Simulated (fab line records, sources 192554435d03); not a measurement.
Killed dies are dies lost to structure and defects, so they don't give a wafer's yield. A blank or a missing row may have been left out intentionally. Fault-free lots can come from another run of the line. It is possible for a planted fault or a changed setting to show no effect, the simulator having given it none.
Matching of chambers / flow n5-finfet / N5_BEOL_M4_STRIP_19 on rie-diel-05: 4 sister chambers
The step strips in O2. 22 wafers are shown with their chamber, then 11 later ones without.

== EACH WAFER AND ITS CHAMBER ==
wafer=L079.3; chamber=1; showerhead-plenum-p-Torr (Torr)=1.97; throttle-valve-pct (%)=16.60; oes-product-au (a.u.)=0.70
wafer=L079.4; chamber=3; showerhead-plenum-p-Torr (Torr)=2.09; throttle-valve-pct (%)=16.78; oes-product-au (a.u.)=0.69
wafer=L079.6; chamber=2; showerhead-plenum-p-Torr (Torr)=2.21; throttle-valve-pct (%)=16.11; oes-product-au (a.u.)=0.90
wafer=L080.1; chamber=2; showerhead-plenum-p-Torr (Torr)=2.21; throttle-valve-pct (%)=16.12; oes-product-au (a.u.)=0.89
wafer=L080.4; chamber=3; showerhead-plenum-p-Torr (Torr)=2.09; throttle-valve-pct (%)=16.79; oes-product-au (a.u.)=0.69
wafer=L080.5; chamber=3; showerhead-plenum-p-Torr (Torr)=2.09; throttle-valve-pct (%)=16.80; oes-product-au (a.u.)=0.69
wafer=L084.1; chamber=2; showerhead-plenum-p-Torr (Torr)=2.20; throttle-valve-pct (%)=16.14; oes-product-au (a.u.)=0.88
wafer=L084.3; chamber=3; showerhead-plenum-p-Torr (Torr)=2.09; throttle-valve-pct (%)=16.80; oes-product-au (a.u.)=0.68
wafer=L084.6; chamber=1; showerhead-plenum-p-Torr (Torr)=1.97; throttle-valve-pct (%)=16.60; oes-product-au (a.u.)=0.69
wafer=L085.3; chamber=1; showerhead-plenum-p-Torr (Torr)=1.97; throttle-valve-pct (%)=16.63; oes-product-au (a.u.)=0.70
wafer=L085.4; chamber=3; showerhead-plenum-p-Torr (Torr)=2.08; throttle-valve-pct (%)=16.80; oes-product-au (a.u.)=0.69
wafer=L085.6; chamber=0; showerhead-plenum-p-Torr (Torr)=2.19; throttle-valve-pct (%)=16.69; oes-product-au (a.u.)=0.81
wafer=L089.3; chamber=3; showerhead-plenum-p-Torr (Torr)=2.08; throttle-valve-pct (%)=16.82; oes-product-au (a.u.)=0.68
wafer=L089.4; chamber=0; showerhead-plenum-p-Torr (Torr)=2.18; throttle-valve-pct (%)=16.73; oes-product-au (a.u.)=0.78
wafer=L089.6; chamber=2; showerhead-plenum-p-Torr (Torr)=2.20; throttle-valve-pct (%)=16.17; oes-product-au (a.u.)=0.86
wafer=L090.2; chamber=0; showerhead-plenum-p-Torr (Torr)=2.18; throttle-valve-pct (%)=16.72; oes-product-au (a.u.)=0.78
wafer=L090.4; chamber=3; showerhead-plenum-p-Torr (Torr)=2.08; throttle-valve-pct (%)=16.80; oes-product-au (a.u.)=0.68
wafer=L090.6; chamber=2; showerhead-plenum-p-Torr (Torr)=2.20; throttle-valve-pct (%)=16.17; oes-product-au (a.u.)=0.86
wafer=L093.1; chamber=0; showerhead-plenum-p-Torr (Torr)=2.18; throttle-valve-pct (%)=16.72; oes-product-au (a.u.)=0.78
wafer=L093.2; chamber=1; showerhead-plenum-p-Torr (Torr)=1.96; throttle-valve-pct (%)=16.64; oes-product-au (a.u.)=0.68
wafer=L093.5; chamber=0; showerhead-plenum-p-Torr (Torr)=2.18; throttle-valve-pct (%)=16.73; oes-product-au (a.u.)=0.78
wafer=L092.2; chamber=1; showerhead-plenum-p-Torr (Torr)=1.96; throttle-valve-pct (%)=16.65; oes-product-au (a.u.)=0.69

SIGNATURES (means of the wafers above)
reading=showerhead-plenum-p-Torr; chamber 0=2.1820; chamber 1=1.9660; chamber 2=2.2040; chamber 3=2.0857; scatter within a chamber=0.00523
reading=throttle-valve-pct; chamber 0=16.7180; chamber 1=16.6240; chamber 2=16.1420; chamber 3=16.7986; scatter within a chamber=0.02
reading=oes-product-au; chamber 0=0.7860; chamber 1=0.6920; chamber 2=0.8780; chamber 3=0.6857; scatter within a chamber=0.0117
Rule: a wafer's distance from a chamber is the root of the sum, over the readings, of the square of ((its reading less the chamber's mean) divided by the reading's scatter). The wafer belongs to the nearest chamber; if the next one is less than 2 further off, it can't be placed. How the scatter is found: for the shown wafers, subtract from each reading the mean of its chamber, square and add these, divide the total by (wafers less chambers), then take the root.

== WAFERS WITH NO CHAMBER GIVEN ==
wafer=L092.4; showerhead-plenum-p-Torr (Torr)=2.18; throttle-valve-pct (%)=16.73; oes-product-au (a.u.)=0.78
wafer=L092.6; showerhead-plenum-p-Torr (Torr)=1.96; throttle-valve-pct (%)=16.66; oes-product-au (a.u.)=0.68
wafer=L094.1; showerhead-plenum-p-Torr (Torr)=2.19; throttle-valve-pct (%)=16.20; oes-product-au (a.u.)=0.83
wafer=L094.2; showerhead-plenum-p-Torr (Torr)=2.18; throttle-valve-pct (%)=16.75; oes-product-au (a.u.)=0.76
wafer=L094.6; showerhead-plenum-p-Torr (Torr)=2.19; throttle-valve-pct (%)=16.19; oes-product-au (a.u.)=0.83
wafer=L096.1; showerhead-plenum-p-Torr (Torr)=2.18; throttle-valve-pct (%)=16.74; oes-product-au (a.u.)=0.77
wafer=L096.2; showerhead-plenum-p-Torr (Torr)=2.19; throttle-valve-pct (%)=16.20; oes-product-au (a.u.)=0.83
wafer=L096.3; showerhead-plenum-p-Torr (Torr)=1.96; throttle-valve-pct (%)=16.66; oes-product-au (a.u.)=0.67
wafer=L097.2; showerhead-plenum-p-Torr (Torr)=2.08; throttle-valve-pct (%)=16.41; oes-product-au (a.u.)=1.01
wafer=L097.4; showerhead-plenum-p-Torr (Torr)=2.08; throttle-valve-pct (%)=16.41; oes-product-au (a.u.)=1.01
wafer=L097.6; showerhead-plenum-p-Torr (Torr)=2.18; throttle-valve-pct (%)=16.75; oes-product-au (a.u.)=0.76

== CHAMBER TAKEN BY EACH ==
wafer=L092.4; from the rows above=0; in truth=0
wafer=L092.6; from the rows above=1; in truth=1
wafer=L094.1; from the rows above=2; in truth=2
wafer=L094.2; from the rows above=0; in truth=0
wafer=L094.6; from the rows above=2; in truth=2
wafer=L096.1; from the rows above=0; in truth=0
wafer=L096.2; from the rows above=2; in truth=2
wafer=L096.3; from the rows above=1; in truth=1
wafer=L097.2; from the rows above=can't be placed: 2 or 0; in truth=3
wafer=L097.4; from the rows above=can't be placed: 2 or 0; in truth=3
wafer=L097.6; from the rows above=0; in truth=0
9 of 11 placed correctly. Cannot be placed on the basis of these rows: 2; the candidates contain the true chamber in 0. Wrongly placed: 0.
